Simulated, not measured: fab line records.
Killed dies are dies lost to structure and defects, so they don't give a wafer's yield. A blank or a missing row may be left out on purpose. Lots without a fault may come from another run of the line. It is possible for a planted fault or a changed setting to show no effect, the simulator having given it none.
Matching of chambers | flow n5_finfet | 4 sister chambers for N5_BEOL_M6_CMP_52 on cmp-04
The step polishes, stops on SiCOH lowk, t overpolish 6.9 s, target thk 80 nm. 8 wafers are shown with their chamber, then 10 later ones without.

## WAFERS PAIRED WITH THEIR CHAMBERS
wafer  | chamber | motor_current_A (A) | barrier_field_endpoint_s (s)
L085.2 | 3       | 5.5                 | 29.5
L085.3 | 0       | 5.5                 | 30.2
L085.6 | 1       | 5.9                 | 30.6
L086.3 | 2       | 6.1                 | 28.4
L086.4 | 1       | 5.8                 | 29.3
L086.6 | 2       | 6.3                 | 28.5
L090.2 | 0       | 5.6                 | 28.8
L090.5 | 3       | 5.8                 | 30.1

## WAFERS MISSING THEIR CHAMBER
wafer  | motor_current_A (A) | barrier_field_endpoint_s (s)
L090.6 | 5.7                 | 28.7
L091.1 | 6.2                 | 27.9
L091.4 | 6.0                 | 29.9
L091.5 | 6.0                 | 27.6
L096.1 | 5.4                 | 27.8
L096.4 | 5.9                 | 28.5
L096.5 | 5.6                 | 28.0
L097.2 | 5.4                 | 28.1
L097.4 | 5.5                 | 28.7
L097.5 | 6.2                 | 28.2

## WHICH CHAMBER EACH WENT THROUGH
wafer  | from the rows above               | in truth
L090.6 | can't be placed: 0 or 3 or 1      | 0
L091.1 | 2                                 | 2
L091.4 | can't be placed: 1 or 2 or 3      | 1
L091.5 | can't be placed: 2 or 1           | 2
L096.1 | can't be placed: 0 or 3 or 1      | 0
L096.4 | can't be placed: 1 or 2 or 3 or 0 | 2
L096.5 | can't be placed: 0 or 3 or 1      | 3
L097.2 | can't be placed: 0 or 3 or 1      | 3
L097.4 | can't be placed: 0 or 3 or 1      | 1
L097.5 | 2                                 | 2
2 of 10 placed correctly. Not placeable from these rows: 8 (in 8, the candidates include the true chamber). 0 placed wrongly.
How it was worked out, from the rows above alone: a wafer's distance from a chamber is the root of the sum, over the readings, of the square of ((its reading less the chamber's mean) divided by the reading's scatter). If the next closest chamber is less than 2 further off than the closest, the wafer can't be placed; otherwise it belongs to the closest. The mean given for a chamber averages the wafers shown for that chamber. The scatter: the root of (the sum of the squares of (reading less its chamber's mean) over the shown wafers, divided by (wafers less chambers)).
